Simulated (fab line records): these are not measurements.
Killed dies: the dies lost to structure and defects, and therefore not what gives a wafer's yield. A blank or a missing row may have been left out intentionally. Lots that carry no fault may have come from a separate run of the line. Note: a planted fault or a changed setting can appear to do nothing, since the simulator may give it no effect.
Which tool did it?	flow n5Finfet	22 lots, 66 wafers sampled, at 6 steps of a route of 1938

## WHAT THE GAUGES READ, wafer by wafer
N5_BEOL_M12_INSPECT_55: inspects for defects (darkfield).
lot	measured	on	rawDefectCount
L074	day 10 16:23	defectInspect-01	63 109 58
L075	day 10 17:22	defectInspect-02	64 37 80
L077	day 10 18:32	defectInspect-01	42 31 60
L076	day 10 18:53	defectInspect-01	55 48 49
L078	day 11 09:01	defectInspect-02	47 49 46
L079	day 11 20:09	defectInspect-02	68 39 82
L081	day 11 23:59	defectInspect-02	77 76 105
L082	day 12 02:11	defectInspect-02	98 90 96
L083	day 13 01:16	defectInspect-01	63 50 87
L086	day 13 11:08	defectInspect-01	49 41 47
L084	day 13 11:15	defectInspect-02	73 51 75
L087	day 13 15:44	defectInspect-02	43 63 67
L088	day 14 03:54	defectInspect-01	77 74 72
L089	day 14 11:03	defectInspect-01	67 62 65
L091	day 14 11:59	defectInspect-01	35 49 63
L090	day 14 16:56	defectInspect-02	136 139 88
L093	day 15 06:07	defectInspect-01	91 63 63
L092	day 15 12:40	defectInspect-02	43 45 51
L094	day 15 17:53	defectInspect-01	35 51 48
L095	day 16 08:44	defectInspect-02	84 94 108
L097	day 17 02:14	defectInspect-02	114 86 85
L096	day 17 02:55	defectInspect-02	72 50 71

## WHICH TOOL RAN EACH LOT (tool, then ch and the chambers of the sampled wafers, then the start)
lot	N5_BEOL_M11_CURE_72	N5_BEOL_M12_ILD_DEP_00	N5_BEOL_M12_DESCUM_15	N5_BEOL_M12_ETCH_68	N5_BEOL_M12_TRENCH_ETCH_34
L074	uvCure-01 ch 1, day 10 07:44	pecvd-03 ch 0,2, day 10 10:24	rieDiel-01 ch 0,1,2, day 10 11:03	rieDiel-01 ch 1,2, day 10 12:37	rieDiel-01 ch 1,2, day 10 12:48
L075	uvCure-03 ch 1, day 10 09:00	pecvd-04 ch 0,1,2, day 10 11:49	rieDiel-02 ch 0,1,2, day 10 12:31	rieDiel-01 ch 0,1,2, day 10 13:36	rieDiel-01 ch 0,1,2, day 10 13:47
L077	uvCure-02 ch 0, day 10 11:28	pecvd-03 ch 0,2, day 10 13:50	rieDiel-03 ch 0,1,2, day 10 14:22	rieDiel-03 ch 1,2,3, day 10 15:52	rieDiel-03 ch 1,2,3, day 10 16:02
L076	uvCure-02 ch 0, day 10 11:49	pecvd-03 ch 1,2, day 10 14:02	rieDiel-03 ch 0,1,2, day 10 14:41	rieDiel-02 ch 1,2,3, day 10 16:08	rieDiel-02 ch 1,2,3, day 10 16:19
L078	uvCure-02 ch 0, day 11 03:04	pecvd-04 ch 0,1, day 11 05:18	rieDiel-01 ch 1,3, day 11 06:00	rieDiel-03 ch 0,1, day 11 07:05	rieDiel-03 ch 0,1, day 11 07:16
L079	uvCure-02 ch 1, day 11 10:39	pecvd-02 ch 0,2, day 11 12:56	rieDiel-01 ch 0,1,3, day 11 13:37	rieDiel-02 ch 0,2,3, day 11 14:43	rieDiel-02 ch 0,2,3, day 11 14:54
L081	uvCure-02 ch 1, day 11 14:50	pecvd-02 ch 0,2, day 11 18:10	rieDiel-02 ch 0,2, day 11 18:52	rieDiel-02 ch 0,2,3, day 11 20:05	rieDiel-02 ch 0,2,3, day 11 20:16
L082	uvCure-02 ch 1, day 11 18:46	pecvd-03 ch 1,2, day 11 20:44	rieDiel-03 ch 0,1,3, day 11 21:26	rieDiel-03 ch 2,3, day 11 22:32	rieDiel-03 ch 2,3, day 11 22:43
L083	uvCure-03 ch 1, day 12 15:14	pecvd-04 ch 0,1,2, day 12 19:12	rieDiel-03 ch 0,2,3, day 12 19:53	rieDiel-01 ch 0,2,3, day 12 20:59	rieDiel-01 ch 0,2,3, day 12 21:10
L086	uvCure-03 ch 0, day 13 03:05	pecvd-03 ch 0,1,2, day 13 05:35	rieDiel-02 ch 2,3, day 13 06:15	rieDiel-03 ch 1,3, day 13 07:28	rieDiel-03 ch 1,3, day 13 07:39
L084	uvCure-02 ch 1, day 13 03:20	pecvd-03 ch 0,1,2, day 13 06:28	rieDiel-02 ch 1,2,3, day 13 07:07	rieDiel-03 ch 0,1,2, day 13 08:27	rieDiel-03 ch 0,1,2, day 13 08:38
L087	uvCure-02 ch 2, day 13 08:27	pecvd-04 ch 0,2, day 13 10:39	rieDiel-02 ch 1,2, day 13 11:10	rieDiel-03 ch 2,3, day 13 12:23	rieDiel-03 ch 2,3, day 13 12:34
L088	uvCure-01 ch 0, day 13 19:53	pecvd-03 ch 0,2, day 13 22:26	rieDiel-01 ch 1,2,3, day 13 23:05	rieDiel-02 ch 0,2,3, day 14 00:18	rieDiel-02 ch 0,2,3, day 14 00:29
L089	uvCure-01 ch 1, day 14 02:33	pecvd-04 ch 0,1, day 14 06:56	rieDiel-01 ch 1,2, day 14 07:34	rieDiel-03 ch 0,1,3, day 14 08:40	rieDiel-03 ch 0,1,3, day 14 08:50
L091	uvCure-02 ch 0, day 14 02:34	pecvd-03 ch 0,1,2, day 14 07:12	rieDiel-03 ch 0,1, day 14 07:43	rieDiel-02 ch 0,2, day 14 08:49	rieDiel-02 ch 0,2, day 14 08:59
L090	uvCure-01 ch 1, day 14 05:20	pecvd-03 ch 0,1,2, day 14 08:38	rieDiel-02 ch 0,1,3, day 14 09:15	rieDiel-02 ch 0,1, day 14 10:31	rieDiel-02 ch 0,1, day 14 10:41
L093	uvCure-01 ch 2, day 14 22:49	pecvd-03 ch 0,2, day 15 01:06	rieDiel-02 ch 1,2, day 15 01:40	rieDiel-01 ch 0,2,3, day 15 02:52	rieDiel-01 ch 0,2,3, day 15 03:03
L092	uvCure-02 ch 2, day 15 04:58	pecvd-04 ch 0,1,2, day 15 06:58	rieDiel-01 ch 0,2,3, day 15 07:34	rieDiel-03 ch 0,1,3, day 15 08:44	rieDiel-03 ch 0,1,3, day 15 08:53
L094	uvCure-02 ch 2, day 15 10:41	pecvd-04 ch 0,1,2, day 15 13:06	rieDiel-03 ch 0,1,2, day 15 13:37	rieDiel-01 ch 1,2, day 15 14:43	rieDiel-01 ch 1,2, day 15 14:53
L095	uvCure-02 ch 0, day 16 00:11	pecvd-02 ch 0,1,2, day 16 02:59	rieDiel-02 ch 1,2,3, day 16 03:38	rieDiel-03 ch 2,3, day 16 04:52	rieDiel-03 ch 2,3, day 16 05:03
L097	uvCure-03 ch 0, day 16 16:50	pecvd-03 ch 0,1, day 16 19:55	rieDiel-02 ch 0,3, day 16 20:34	rieDiel-01 ch 1,3, day 16 21:47	rieDiel-01 ch 1,3, day 16 21:58
L096	uvCure-01 ch 1, day 16 18:04	pecvd-03 ch 0,1, day 16 22:30	rieDiel-02 ch 1,2,3, day 16 23:02	rieDiel-02 ch 1,2, day 17 00:23	rieDiel-02 ch 1,2, day 17 00:34
- N5_BEOL_M11_CURE_72: cures SiCOH lowk, time 120 s.
- N5_BEOL_M12_ILD_DEP_00: deposits SiOC from DEMS/O2, target thk 658.92 nm, time 130.7 s.
- N5_BEOL_M12_DESCUM_15: chemistry O2, time 7.9 s.
- N5_BEOL_M12_ETCH_68: etches SOC in N2/H2, time 285 s.
- N5_BEOL_M12_TRENCH_ETCH_34: etches SiOC in C4F8/O2/Ar, target depth 318.95 nm, time 125.5 s.

## AS READ BY THE TOOLS THEMSELVES (means over the sampled wafers that have a number; for cases with no such wafer, the mark the record gives instead)
N5_BEOL_M11_CURE_72.
lot	tool	lampPowerPct (%)	wafer_temp_C_max
L074	uvCure-01	52.36	371.5
L075	uvCure-03	52.34	371.4
L077	uvCure-02	52.31	372.4
L076	uvCure-02	52.30	372.0
L078	uvCure-02	52.33	372.1
L079	uvCure-02	52.31	372.7
L081	uvCure-02	52.31	372.7
L082	uvCure-02	52.33	372.1
L083	uvCure-03	52.28	372.1
L086	uvCure-03	52.26	371.9
L084	uvCure-02	52.30	372.7
L087	uvCure-02	52.28	371.3
L088	uvCure-01	52.30	372.5
L089	uvCure-01	52.27	371.6
L091	uvCure-02	52.33	372.6
L090	uvCure-01	52.35	371.5
L093	uvCure-01	52.27	371.2
L092	uvCure-02	52.34	371.6
L094	uvCure-02	52.29	371.9
L095	uvCure-02	52.29	371.8
L097	uvCure-03	52.38	372.3
L096	uvCure-01	52.32	371.4

N5_BEOL_M12_ILD_DEP_00.
lot	tool	heaterPowerW (W)	rfFwdPowerW (W)	showerheadPlenumPTorr (Torr)	throttleValvePct (%)
L074	pecvd-03	400	499.1	5.705	12.4
L075	pecvd-04	481	498.0	5.685	12.3
L077	pecvd-03	431	498.1	5.701	12.7
L076	pecvd-03	452	496.8	5.710	12.0
L078	pecvd-04	443	495.8	5.696	12.1
L079	pecvd-02	523	498.0	5.699	12.3
L081	pecvd-02	505	498.3	5.711	12.1
L082	pecvd-03	463	497.1	5.709	11.9
L083	pecvd-04	479	496.1	5.685	12.2
L086	pecvd-03	456	497.6	5.710	12.4
L084	pecvd-03	431	498.4	5.718	12.4
L087	pecvd-04	465	498.3	5.691	12.4
L088	pecvd-03	380	498.3	5.704	13.0
L089	pecvd-04	510	496.5	5.688	12.2
L091	pecvd-03	416	497.9	5.706	12.2
L090	pecvd-03	421	497.7	5.712	12.4
L093	pecvd-03	409	497.7	5.710	12.6
L092	pecvd-04	494	497.8	5.691	12.1
L094	pecvd-04	482	498.1	5.682	12.2
L095	pecvd-02	515	498.4	5.699	11.9
L097	pecvd-03	503	498.3	5.707	12.3
L096	pecvd-03	452	498.8	5.704	12.8

N5_BEOL_M12_DESCUM_15.
lot	tool	drypumpMotorCurrentA (A)	oesProductAu (a.u.)	rfFwdPowerW (W)	rfVppV (V)	showerheadPlenumPTorr (Torr)	throttleValvePct (%)
L074	rieDiel-01	5.9	0.83	49.41	242.9	2.08	20.03
L075	rieDiel-02	5.3	0.79	49.43	242.6	2.07	20.33
L077	rieDiel-03	6.2	0.77	49.57	243.6	2.06	20.24
L076	rieDiel-03	6.2	0.77	49.51	242.7	2.06	20.24
L078	rieDiel-01	6.0	0.85	49.24	244.2	2.08	20.17
L079	rieDiel-01	6.1	0.85	49.33	243.2	2.12	20.06
L081	rieDiel-02	5.6	0.81	49.48	243.0	2.10	20.21
L082	rieDiel-03	6.1	0.85	49.59	242.8	2.09	20.26
L083	rieDiel-03	6.3	0.83	49.58	242.3	2.03	20.26
L086	rieDiel-02	5.7	0.83	49.41	242.7	2.12	20.59
L084	rieDiel-02	5.5	0.87	49.28	243.6	2.15	20.39
L087	rieDiel-02	5.1	0.93	49.48	246.0	2.20	20.24
L088	rieDiel-01	5.9	0.78	49.35	243.2	2.09	20.18
L089	rieDiel-01	5.7	0.75	49.32	243.3	2.05	20.16
L091	rieDiel-03	6.0	0.95	49.64	243.0	2.11	20.05
L090	rieDiel-02	5.4	0.81	49.29	243.4	2.13	20.17
L093	rieDiel-02	5.3	0.88	49.41	244.1	2.16	20.48
L092	rieDiel-01	6.0	0.78	49.46	243.8	2.12	20.07
L094	rieDiel-03	6.2	0.93	49.44	243.1	2.14	20.05
L095	rieDiel-02	5.4	0.82	49.38	243.5	2.14	20.42
L097	rieDiel-02	5.8	0.73	49.21	242.5	2.08	20.35
L096	rieDiel-02	5.4	0.81	49.39	245.1	2.14	20.42

N5_BEOL_M12_ETCH_68.
lot	tool	drypumpMotorCurrentA (A)	n2FlowSccm (sccm)	oesProductAu (a.u.)	rfFwdPowerW (W)	rfVppV (V)	showerheadPlenumPTorr (Torr)	throttleValvePct (%)
L074	rieDiel-01	5.7	199.8	0.78	2973	523.0	2.51	17.58
L075	rieDiel-01	5.9	200.3	0.83	3002	523.5	2.53	17.47
L077	rieDiel-03	6.2	200.4	0.80	3001	522.6	2.51	17.75
L076	rieDiel-02	5.5	200.1	0.80	2992	522.9	2.52	17.82
L078	rieDiel-03	6.0	199.8	0.77	2991	524.4	2.58	17.61
L079	rieDiel-02	5.7	200.3	0.81	2987	524.6	2.56	17.71
L081	rieDiel-02	5.6	200.3	0.81	2992	524.4	2.56	17.72
L082	rieDiel-03	6.4	200.0	0.78	2983	520.8	2.44	17.76
L083	rieDiel-01	6.0	200.6	0.80	2988	525.0	2.59	17.45
L086	rieDiel-03	6.1	199.2	0.83	2988	522.6	2.54	17.79
L084	rieDiel-03	6.2	200.1	0.75	2990	523.3	2.50	17.63
L087	rieDiel-03	6.4	200.2	0.76	2996	520.5	2.43	17.79
L088	rieDiel-02	5.7	199.9	0.79	2984	524.3	2.55	17.74
L089	rieDiel-03	6.1	199.4	0.92	2992	522.9	2.53	17.50
L091	rieDiel-02	5.6	200.8	0.82	2991	524.6	2.57	17.79
L090	rieDiel-02	5.1	200.0	0.87	2991	526.8	2.66	17.47
L093	rieDiel-01	6.0	199.9	0.79	2993	524.9	2.59	17.49
L092	rieDiel-03	6.1	200.0	0.88	2988	523.6	2.52	17.52
L094	rieDiel-01	5.8	199.7	0.77	2979	522.1	2.47	17.69
L095	rieDiel-03	6.3	200.9	0.90	2990	524.6	2.56	17.68
L097	rieDiel-01	6.0	199.7	0.79	2997	524.4	2.52	17.67
L096	rieDiel-02	5.4	199.9	0.85	2998	525.5	2.62	17.82

N5_BEOL_M12_TRENCH_ETCH_34.
lot	tool	drypumpMotorCurrentA (A)	oesProductAu (a.u.)	rfFwdPowerW (W)	rfVppV (V)	showerheadPlenumPTorr (Torr)	throttleValvePct (%)
L074	rieDiel-01	5.7	0.78	2987	664	3.38	23.94
L075	rieDiel-01	5.9	0.83	2990	664	3.40	23.85
L077	rieDiel-03	6.2	0.80	2997	664	3.38	24.13
L076	rieDiel-02	5.4	0.78	2977	665	3.39	24.29
L078	rieDiel-03	6.0	0.77	2988	667	3.45	23.95
L079	rieDiel-02	5.7	0.81	2983	667	3.45	24.18
L081	rieDiel-02	5.7	0.80	2989	665	3.45	24.19
L082	rieDiel-03	6.4	0.78	2982	661	3.29	24.14
L083	rieDiel-01	6.0	0.80	2992	668	3.48	23.85
L086	rieDiel-03	6.1	0.83	2995	664	3.41	24.21
L084	rieDiel-03	6.2	0.75	2990	664	3.35	23.96
L087	rieDiel-03	6.4	0.75	2998	661	3.28	24.16
L088	rieDiel-02	5.6	0.79	2985	666	3.44	24.22
L089	rieDiel-03	6.1	0.92	2991	665	3.40	23.93
L091	rieDiel-02	5.6	0.81	2988	666	3.45	24.27
L090	rieDiel-02	5.0	0.87	2989	669	3.56	23.84
L093	rieDiel-01	6.0	0.78	2994	667	3.47	23.87
L092	rieDiel-03	6.1	0.88	2986	664	3.39	23.94
L094	rieDiel-01	5.8	0.77	2999	663	3.33	24.03
L095	rieDiel-03	6.3	0.90	2990	666	3.45	24.13
L097	rieDiel-01	6.0	0.78	3000	665	3.39	24.04
L096	rieDiel-02	5.4	0.85	2982	668	3.51	24.29

## THE ANSWER, worked out from the rows above alone
Rule: what is usual is taken from the lots themselves. Put in order of their means at a reading, lots are off if they are a third of the lots or fewer, leave a main group of 4 or more, and stand apart from it by a gap of 3 or more times the standard deviation of the main group's means; of several such gaps the widest counts. If all means in a main group match to the digits the tables above print for the reading, that group is not used. A lot without any number at a reading at which 4 lots or more have one is off too. Where the step has rows for the other lots, those lots are counted as sound. Order of review: gauges by route order, followed by the tools' own readings, for which a lot's mean as printed above is used. At the first step where some lot is off, the reading lying furthest off is the one used; lots without a number count as furthest.
No lot is off on any of the readings shown, so nothing can be concluded from this.

## WHAT HAD BEEN PUT IN BY THE SIMULATOR
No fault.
